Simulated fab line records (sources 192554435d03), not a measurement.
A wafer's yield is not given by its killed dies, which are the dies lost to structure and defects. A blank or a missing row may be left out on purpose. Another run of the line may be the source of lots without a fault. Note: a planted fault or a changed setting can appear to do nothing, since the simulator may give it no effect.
Problem report in the 8D (eight disciplines) form, filled by code ; flow n5_finfet ; the parts of the form that need people (team, actions taken, sign-off) are left out

## 1. WHAT IS WRONG
thk_nm at N5_SD_EPI_P_EPI_MEAS_23 reads a mean of 44.4 nm on 6 wafers of 2 lots; wafers without a fault read 61.0 nm with a standard deviation of 1.2. Measured from the usual mean, that is -14 standard deviations.
The first sign was on wafer L906.2 at day 7 03:40, on film_metro-01. The record holds 24 wafers of 8 lots with a number at this step. Rule for "out" (also "out of limits"): further than 4 standard deviations from the usual mean. The other wafers with a number count as sound.

## 2. WHAT IT IS AND WHAT IT IS NOT
question;is;is not
which readings at this step;thk_nm;-
which lots;L906, L907;L896, L897, L898, L901, L903, L913
which wafers of those lots;all that have a number;-
read on which gauges;film_metro-01;film_metro-02
when;from day 7 03:40;"up to then (15 sound wafers); but 3 sound wafers of L913 came after"

## 3. WHAT RULES OUT EACH SUSPECT
Counting: a tool at any process step up to the reading remains a suspect when it ran all the lots that are out and ran no sound lot after the first of those.
- the gauge at N5_SD_EPI_P_EPI_MEAS_23 is ruled out. All the wafers that are out were read on film_metro-01, but those of them that N5_SD_EPI_P_EPI_21 has rows for are out there too, on other tools.
- rie_diel-01 at N5_SD_EPI_N_ETCH_35 (etches SOC in N2/H2, overetch 108 nm, time 486 s): ruled out as a lasting fault. After its first lot that is out, L906 (day 6 18:55), sound lots L913 ran on it.
- epi_rpcvd-02 at N5_SD_EPI_N_VAPOR_ETCH_50 (etches Si in HCl, time 54 s): ruled out as a lasting fault. After its first lot that is out, L906 (day 6 20:22), sound lots L913 ran on it.
- epi_rpcvd-01 at N5_SD_EPI_P_EPI_21 (deposits SiGe:B, time 355 s): kept. It processed each lot that is out, first L906 at day 7 01:13, and no sound lot thereafter; up to then, the last sound lot it processed was L903 at day 6 11:00. Out on those wafers are its own readings of chamber_pressure_Torr.
After counting, what remains is epi_rpcvd-01 at N5_SD_EPI_P_EPI_21.

## 4. THE CAUSE (what the simulator had put in)
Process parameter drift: epi_rpcvd-01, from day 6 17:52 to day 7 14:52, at N5_SD_EPI_P_EPI_21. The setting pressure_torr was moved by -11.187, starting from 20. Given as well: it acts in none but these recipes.
The count eliminated every tool but this one.

## 5. SEQUENCE OF EFFECTS, ordered by route
Rows list readings where the struck wafers' mean (over those with a number) sits beyond 3 standard deviations from the usual. Only readings for which the record gives a usual standard deviation are gone through. hours: the time from each lot's start at the first step in this table that gives one to its start at this step, as a median over the lots. sigmas: the change in usual standard deviations.
hours;step;reading;usual;on struck wafers;change;sigmas
0;N5_SD_EPI_P_EPI_21;chamber_pressure_Torr;20.00 Torr;8.82;-11.18;-99 or more
2;N5_SD_EPI_P_EPI_MEAS_23;thk_nm;61.0 nm;44.4;-16.6;-14
3;N5_SD_ACTIVATION_RS_MEAS_03;RS_SD_P;56.2 ohm/sq;97.4;+41.2;+46
111;N5_BEOL_M4_RC_MEAS_101;ION_P;465 uA/um;424;-41;-4.1
111;N5_BEOL_M4_RC_MEAS_101;RC_DENSE_P;24.2 ohm.um;28.5;+4.3;+5.3
111;N5_BEOL_M4_RC_MEAS_101;RC_P;19.7 ohm.um;23.2;+3.5;+5.5
111;N5_BEOL_M4_RC_MEAS_101;REXT_P;101.0 ohm.um;139.3;+38.3;+13
111;N5_BEOL_M4_RC_MEAS_101;RS_SD_P;66.1 ohm/sq;113.0;+46.9;+49
111;N5_BEOL_M4_RC_MEAS_101;VT_P;-249 mV;-261;-12;-3.5
111;N5_BEOL_M4_RC_MEAS_101;VT_P_LVT;-97 mV;-111;-14;-4.1
228;N5_PASSIVATION_PROBE_49;sort_bin_8_speed;0.01 %;53.28;+53.27;+99 or more
228;N5_PASSIVATION_PROBE_49;sort_n_pass;1070;438;-632;-23
228;N5_PASSIVATION_PROBE_49;sort_yield_pct;90.7 %;37.1;-53.6;-22
Its process steps:
- N5_SD_EPI_P_EPI_21: deposits SiGe:B, time 355 s.
- N5_PASSIVATION_PROBE_49

## 6. HOW IT WOULD HAVE BEEN CAUGHT EARLIER
In this record the first reading out of limits at a measuring or inspecting step was taken at day 7 03:40, 10 hours after the fault began at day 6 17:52.
The tool's own readings at N5_SD_EPI_P_EPI_21 were out on every struck wafer that the step has a row for (chamber_pressure_Torr): an alarm limit on them would have fired on the first of those.
Of the lots that are out (2), L907 began N5_SD_EPI_P_EPI_21 on epi_rpcvd-01 after day 7 03:40. A tool hold placed at that time would have kept it from harm.
